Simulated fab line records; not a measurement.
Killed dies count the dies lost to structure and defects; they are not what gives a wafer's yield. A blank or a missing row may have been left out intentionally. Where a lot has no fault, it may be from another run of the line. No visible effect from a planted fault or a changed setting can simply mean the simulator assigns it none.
Split-lot study ; flow n5Finfet ; 39 wafers read across 7 lots, on a route 1938 steps long

## THE SPLIT
At N5_PMOS_HMC_CHANNEL_EPI_EPI_20 (deposits SiGe30, target thk 59 nm), the setting pressureTorr was moved away from the recipe's 20 Torr on 12 of the 39 wafers read, by -13.2% to +10.4%. The other wafers ran this setting at the recipe's value.

The split's own step is where the reading is taken.

## THE READING
SiGe30_of_PMOS_HMC_CHANNEL_EPI_EPI_20.thkNm (the simulator's own value, which no gauge read), in nm, at N5_PMOS_HMC_CHANNEL_EPI_EPI_20 (deposits SiGe30, target thk 59 nm). No usual value for it is given in the file. Here, 27 wafers ran the recipe; their average is 59.26 nm with a standard deviation of 0.72 nm.

wafer;tool, chamber at the split;pressureTorr as run, Torr;against the recipe;SiGe30_of_PMOS_HMC_CHANNEL_EPI_EPI_20.thkNm, nm;against lot-mates on the recipe
L077.1;epiRpcvd-04, 0;20;recipe;59.17;-
L077.2;epiRpcvd-04, 0;20;recipe;59.06;-
L077.3;epiRpcvd-04, 0;20;recipe;58.6;-
L077.4;epiRpcvd-04, 0;20;recipe;59.57;-
L077.5;epiRpcvd-04, 0;20;recipe;59.38;-
L077.6;epiRpcvd-04, 0;20;recipe;58.65;-
L078.1;epiRpcvd-02, 0;20;recipe;58.47;-
L078.2;epiRpcvd-02, 0;20;recipe;59.61;-
L078.3;epiRpcvd-02, 0;20;recipe;59.58;-
L078.4;epiRpcvd-02, 0;20;recipe;59.76;-
L078.5;epiRpcvd-02, 0;20;recipe;59.35;-
L078.6;epiRpcvd-02, 0;20;recipe;59.12;-
L083.1;epiRpcvd-04, 0;20;recipe;59.46;-
L083.4;epiRpcvd-04, 0;20;recipe;59.36;-
L083.5;epiRpcvd-04, 0;20;recipe;59.42;-
L084.1;epiRpcvd-04, 0;22.08;+10.4%;61.08;no lot-mate on the recipe
L084.2;epiRpcvd-04, 0;22.08;+10.4%;60.89;no lot-mate on the recipe
L084.3;epiRpcvd-04, 0;22.08;+10.4%;60.04;no lot-mate on the recipe
L084.4;epiRpcvd-04, 0;22.08;+10.4%;60.76;no lot-mate on the recipe
L084.5;epiRpcvd-04, 0;22.08;+10.4%;61.43;no lot-mate on the recipe
L084.6;epiRpcvd-04, 0;22.08;+10.4%;61.54;no lot-mate on the recipe
L086.1;epiRpcvd-01, 0;17.35;-13.2%;56.1;no lot-mate on the recipe
L086.2;epiRpcvd-01, 0;17.35;-13.2%;54.97;no lot-mate on the recipe
L086.3;epiRpcvd-01, 0;17.35;-13.2%;56.15;no lot-mate on the recipe
L086.4;epiRpcvd-01, 0;17.35;-13.2%;56.59;no lot-mate on the recipe
L086.5;epiRpcvd-01, 0;17.35;-13.2%;55.71;no lot-mate on the recipe
L086.6;epiRpcvd-01, 0;17.35;-13.2%;56.58;no lot-mate on the recipe
L087.1;epiRpcvd-02, 0;20;recipe;60.07;-
L087.2;epiRpcvd-02, 0;20;recipe;59.63;-
L087.3;epiRpcvd-02, 0;20;recipe;60.57;-
L087.4;epiRpcvd-02, 0;20;recipe;60.62;-
L087.5;epiRpcvd-02, 0;20;recipe;60.1;-
L087.6;epiRpcvd-02, 0;20;recipe;60.37;-
L092.1;epiRpcvd-01, 0;20;recipe;58.2;-
L092.2;epiRpcvd-01, 0;20;recipe;58.26;-
L092.3;epiRpcvd-01, 0;20;recipe;58.46;-
L092.4;epiRpcvd-01, 0;20;recipe;58.46;-
L092.5;epiRpcvd-01, 0;20;recipe;58.82;-
L092.6;epiRpcvd-01, 0;20;recipe;57.81;-

FIT RESULTS
A straight line over all 39 wafers: SiGe30_of_PMOS_HMC_CHANNEL_EPI_EPI_20.thkNm changes by +0.212 nm for each +1% of pressureTorr; r = +0.89; the points scatter about the line by 0.72 nm.
Too few moved wafers have a lot-mate on the recipe to fit a line with each lot's own level taken away.

## FILE'S OWN FIT
SiGe30_of_PMOS_HMC_CHANNEL_EPI_EPI_20.thkNm changes by +0.212 nm for each +1% of pressureTorr, r = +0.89.
